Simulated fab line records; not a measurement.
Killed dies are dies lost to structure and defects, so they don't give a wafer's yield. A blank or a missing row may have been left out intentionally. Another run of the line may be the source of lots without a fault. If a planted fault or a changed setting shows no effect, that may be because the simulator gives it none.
The same fault as seen by 2 desks / flow nandHarc / every desk sees just its own numbers, and what lay behind them comes last

## FROM THE METROLOGY DESK
What the gauges read for every lot (on any tool): the sampled wafers with a number, averaged. Marked OUT: a lot whose mean sits more than 4 standard deviations from the usual mean, which makes it out of limits; the brackets give that distance.
Columns: A = cdNm at NHARC_A_BLC_CD_MEAS_19, usual 99.0 nm
lot=L719; first seen here=day 23 01:25; A=97.3
lot=L721; first seen here=day 23 04:58; A=99.5
lot=L722; first seen here=day 24 17:02; A=100.4
lot=L723; first seen here=day 25 18:01; A=100.1
lot=L724; first seen here=day 25 20:36; A=98.4
lot=L727; first seen here=day 25 20:59; A=101.7
lot=L726; first seen here=day 25 22:53; A=98.0
lot=L731; first seen here=day 27 22:11; A=98.4
lot=L734; first seen here=day 28 11:23; A=98.2
lot=L741; first seen here=day 31 22:14; A=100.7
lot=L740; first seen here=day 32 01:05; A=101.7
lot=L742; first seen here=day 32 02:04; A=96.9
This desk's verdict: no lot among the 12 shows anything out of limits.

## THE TOOL OWNER'S DESK: cvdW-01
The tool's own readings at NHARC_A_BLC_CVD_24 (deposits W, target thk 150 nm, time 434 s): means of the sampled wafers that have a number, for each lot that ran on this tool. Marked OUT: a lot whose mean sits more than 4 standard deviations from the usual mean, which makes it out of limits; the brackets give that distance.
Columns: A = heaterPowerW at NHARC_A_BLC_CVD_24, usual 466 W; B = throttleValvePct at NHARC_A_BLC_CVD_24, usual 8.3 %
lot=L719; first seen here=day 23 02:42; A=460; B=8.7
lot=L721; first seen here=day 23 06:08; A=437; B=8.4
lot=L722; first seen here=day 24 18:10; A=465; B=8.6
lot=L723; first seen here=day 25 19:04; A=461; B=8.5
lot=L724; first seen here=day 25 21:47; A=437; B=8.3
lot=L726; first seen here=day 25 23:56; A=464; B=8.4
lot=L734; first seen here=day 28 12:34; A=438; B=8.3
lot=L742; first seen here=day 32 03:11; A=448; B=8.5
This desk's verdict: no lot among the 8 shows anything out of limits.

## BROUGHT TOGETHER
Nothing out of limits was seen by the metrology desk.
Nothing out of limits was seen by the tool owner's desk.

## WHAT HAD BEEN PUT IN BY THE SIMULATOR
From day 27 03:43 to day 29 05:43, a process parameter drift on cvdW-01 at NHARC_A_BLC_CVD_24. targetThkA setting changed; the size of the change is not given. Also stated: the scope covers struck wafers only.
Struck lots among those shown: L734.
